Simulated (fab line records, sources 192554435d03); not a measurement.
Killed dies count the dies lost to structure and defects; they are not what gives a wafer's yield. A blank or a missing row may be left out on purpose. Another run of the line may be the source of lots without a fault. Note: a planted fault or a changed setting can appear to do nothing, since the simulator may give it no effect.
Problem report, 8D (eight disciplines) form, completed by code -- flow n5_finfet -- the parts of the form that need people (team, actions taken, sign-off) are left out

## 1. PROBLEM STATEMENT
Wafers without a fault read 26.30 nm, standard deviation 0.24; cd_nm at N5_BEOL_M2_CD_MEAS_28 reads a mean of 27.58 nm on 6 wafers belonging to 2 lots. That is +5.3 standard deviations from the usual mean.
The step: target cd 26.2 nm, target cd y 24.1 nm.
Seen first at day 11 05:08 on cd_sem-02, wafer L535.1. The record has a number at this step for 27 wafers belonging to 9 lots. The rule behind "out" and "out of limits": a value lying over 4 standard deviations away from the usual mean. The rest of the wafers with a number are treated as sound.

## 2. WHAT IT IS; WHAT IT IS NOT
question,is,is not
which readings at this step,cd_nm,-
which lots,"L535, L540","L518, L520, L523, L524, L529, L534, L539"
which wafers of those lots,all that have a number,-
read on which gauges,"cd_sem-02, cd_sem-03",cd_sem-01
when,from day 11 05:08,up to then (18 sound wafers); but 3 sound wafers of L539 came after

## 3. WHAT RULES OUT EACH SUSPECT
Counting: a tool at any process step up to the reading remains a suspect when it ran all the lots that are out and ran no sound lot after the first of those.
- the gauge at N5_BEOL_M2_CD_MEAS_28 has been ruled out. The wafers that are out were read on 2 gauges (cd_sem-02, cd_sem-03).
- rie_diel-02 at N5_BEOL_M2_ETCH_63 (etches SiARC in CF4, target depth 15.6 nm, time 26 s): kept. It ran every lot that is out, first L535 (day 11 03:19), and no sound lot after that; its last sound lot up to then is L534 (day 10 17:19).
- euv_scanner-01 at N5_BEOL_M2_EXPOSE_25 (exposes mask V1, defocus 5 nm): kept. It ran every lot that is out, first L535 (day 11 04:59), and no sound lot after that; its last sound lot up to then is L524 (day 8 13:56). Out on those wafers are its own readings of exposure_dose_mJ_cm2.
Remaining after the count are rie_diel-02 at N5_BEOL_M2_ETCH_63 and euv_scanner-01 at N5_BEOL_M2_EXPOSE_25.

## 4. THE CAUSE (what the simulator had put in)
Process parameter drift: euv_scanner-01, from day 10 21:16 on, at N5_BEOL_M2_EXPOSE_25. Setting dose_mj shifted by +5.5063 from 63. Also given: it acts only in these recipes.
Of the 2 suspects that counting leaves, this tool is one.

## 5. THE EFFECT CHAIN, in route order
One row per reading whose mean, taken over the struck wafers that have a number, lies over 3 standard deviations from the usual. Readings are gone through only where the record gives a usual standard deviation; hours: the median, over the lots, of the time from a lot's start at the first step in this table giving one to that lot's start at this step; sigmas: the change measured in usual standard deviations.
hours,step,reading,usual,on struck wafers,change,sigmas
0,N5_BEOL_M2_EXPOSE_25,exposure_dose_mJ_cm2,62.93,67.77,+4.84,+40
0,N5_BEOL_M2_CD_MEAS_28,cd_nm,26.30 nm,27.58,+1.28,+5.3
Here are the process steps it includes:
- N5_BEOL_M2_EXPOSE_25: exposes mask V1, defocus 5 nm.
Later measuring or inspecting steps at which every struck wafer that the step has a row for has a number for every such reading, and none has moved that far: N5_BEOL_M4_RC_MEAS_101.

## 6. HOW IT WOULD HAVE BEEN CAUGHT EARLIER
Counted from the fault's start at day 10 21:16, it took 8 hours until the first out-of-limits reading at a measuring or inspecting step in this record, taken at day 11 05:08.
At N5_BEOL_M2_EXPOSE_25, the tool's own readings (exposure_dose_mJ_cm2) were out on each struck wafer the step has a row for, so an alarm limit on them would have fired on the first such wafer.
Among the 2 lots that are out, L540 began N5_BEOL_M2_EXPOSE_25 on euv_scanner-01 after day 11 05:08. It would have been spared by a hold on the tool at that moment.
